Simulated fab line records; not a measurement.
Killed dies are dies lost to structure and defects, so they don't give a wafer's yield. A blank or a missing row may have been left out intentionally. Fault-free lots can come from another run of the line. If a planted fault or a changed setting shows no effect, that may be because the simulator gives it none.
2 desks looking at one fault || flow n5Finfet || only its own numbers are on each desk; what lay behind them is given at the end

THE METROLOGY DESK
What the gauges read, lot by lot, whatever tool the lot ran on: means of the sampled wafers that have a number. A lot is out of limits, marked OUT, if its mean lies more than 4 standard deviations from the usual mean; the brackets give that distance. Shown here are 7 of its 12 readings, the ones lying furthest out on some lot.
Columns: A = M4_RS at N5_BEOL_M4_RS_MEAS_58, usual 0.665 ohm/sq; B = CJ_P at N5_BEOL_M4_RC_MEAS_101, usual 5.78; C = DIBL_N at N5_BEOL_M4_RC_MEAS_101, usual 36.1 mV/V; D = DIBL_P at N5_BEOL_M4_RC_MEAS_101, usual 36.1 mV/V; E = IOFF_P at N5_BEOL_M4_RC_MEAS_101, usual 0.201 nA/um; F = ION_P at N5_BEOL_M4_RC_MEAS_101, usual 462 uA/um; G = VT_P at N5_BEOL_M4_RC_MEAS_101, usual -251.3 mV
{"lot": "L701", "first seen here": "day 7 19:49", "A": 0.654, "B": 5.82, "C": 35.5, "D": 34.8, "E": 0.197, "F": 467, "G": -250.3}
{"lot": "L702", "first seen here": "day 8 01:43", "A": 0.673, "B": 5.63, "C": 33.8, "D": 33.7, "E": 0.169, "F": 456, "G": -254.7}
{"lot": "L703", "first seen here": "day 8 02:22", "A": 0.674, "B": 5.73, "C": 36.8, "D": 37.5, "E": 0.180, "F": 451, "G": -254.3}
{"lot": "L705", "first seen here": "day 8 19:30", "A": 0.631, "B": 5.70, "C": 35.3, "D": 36.0, "E": 0.208, "F": 463, "G": -249.2}
{"lot": "L704", "first seen here": "day 8 21:04", "A": 0.686, "B": 5.67, "C": 37.1, "D": 36.9, "E": 0.212, "F": 467, "G": -250.6}
{"lot": "L706", "first seen here": "day 9 01:23", "A": 0.685, "B": 5.79, "C": 35.3, "D": 34.9, "E": 0.204, "F": 460, "G": -248.9}
{"lot": "L707", "first seen here": "day 9 07:25", "A": 0.652, "B": 5.76, "C": 35.2, "D": 35.7, "E": 0.194, "F": 468, "G": -249.1}
{"lot": "L708", "first seen here": "day 9 20:50", "A": 0.714, "B": 5.38, "C": 35.3, "D": 33.5, "E": 0.179, "F": 460, "G": -254.8}
{"lot": "L713", "first seen here": "day 11 19:32", "A": 0.677, "B": 5.49, "C": 36.6, "D": 34.8, "E": 0.196, "F": 461, "G": -251.1}
{"lot": "L724", "first seen here": "day 14 10:25", "A": 0.663, "B": 5.72, "C": 35.3, "D": 36.0, "E": 0.164, "F": 459, "G": -255.2}
This desk found nothing out of limits on any of the 10 lots.

TOOL OWNER'S DESK, rieSi-05
The tool's own readings at N5_SD_EPI_P_SD_RECESS_17 (chemistry HBr/Cl2/O2, target depth 39.1 nm, bt time 3 s): means of the sampled wafers that have a number, for each lot that ran on this tool. A lot is out of limits, marked OUT, if its mean lies more than 4 standard deviations from the usual mean; the brackets give that distance.
Columns: A = chamberPressureMTorr at N5_SD_EPI_P_SD_RECESS_17, usual 10.001 mTorr; B = drypumpMotorCurrentA at N5_SD_EPI_P_SD_RECESS_17, usual 5.6 A; C = heBacksideLeakSccm at N5_SD_EPI_P_SD_RECESS_17, usual 2.8 sccm; D = oesProductAu at N5_SD_EPI_P_SD_RECESS_17, usual 1.008 a.u.; E = throttleValvePct at N5_SD_EPI_P_SD_RECESS_17, usual 37.24 %
{"lot": "L702", "first seen here": "day 3 13:16", "A": 9.996, "B": 5.8, "C": 2.8, "D": 1.004, "E": 37.23}
{"lot": "L703", "first seen here": "day 3 20:35", "A": 10.008, "B": 6.2, "C": 3.1, "D": 1.005, "E": 37.21}
{"lot": "L706", "first seen here": "day 4 14:04", "A": 9.999, "B": 5.6, "C": 2.6, "D": 0.996, "E": 37.30}
{"lot": "L707", "first seen here": "day 4 19:02", "A": 9.995, "B": 5.9, "C": 2.8, "D": 1.002, "E": 37.31}
{"lot": "L708", "first seen here": "day 5 03:32", "A": 10.009, "B": 5.6, "C": 2.8, "D": 0.992, "E": 37.38}
{"lot": "L713", "first seen here": "day 6 06:38", "A": 10.001, "B": 5.9, "C": 2.7, "D": 1.006, "E": 37.23}
{"lot": "L724", "first seen here": "day 9 01:26", "A": 9.996, "B": 5.4, "C": 2.9, "D": 1.014, "E": 37.37}
This desk found nothing out of limits on any of the 7 lots.

TAKEN TOGETHER
From the metrology desk's view, nothing was out of limits.
Nothing out of limits was seen by the tool owner's desk.

WHAT THE SIMULATOR HAD PUT IN
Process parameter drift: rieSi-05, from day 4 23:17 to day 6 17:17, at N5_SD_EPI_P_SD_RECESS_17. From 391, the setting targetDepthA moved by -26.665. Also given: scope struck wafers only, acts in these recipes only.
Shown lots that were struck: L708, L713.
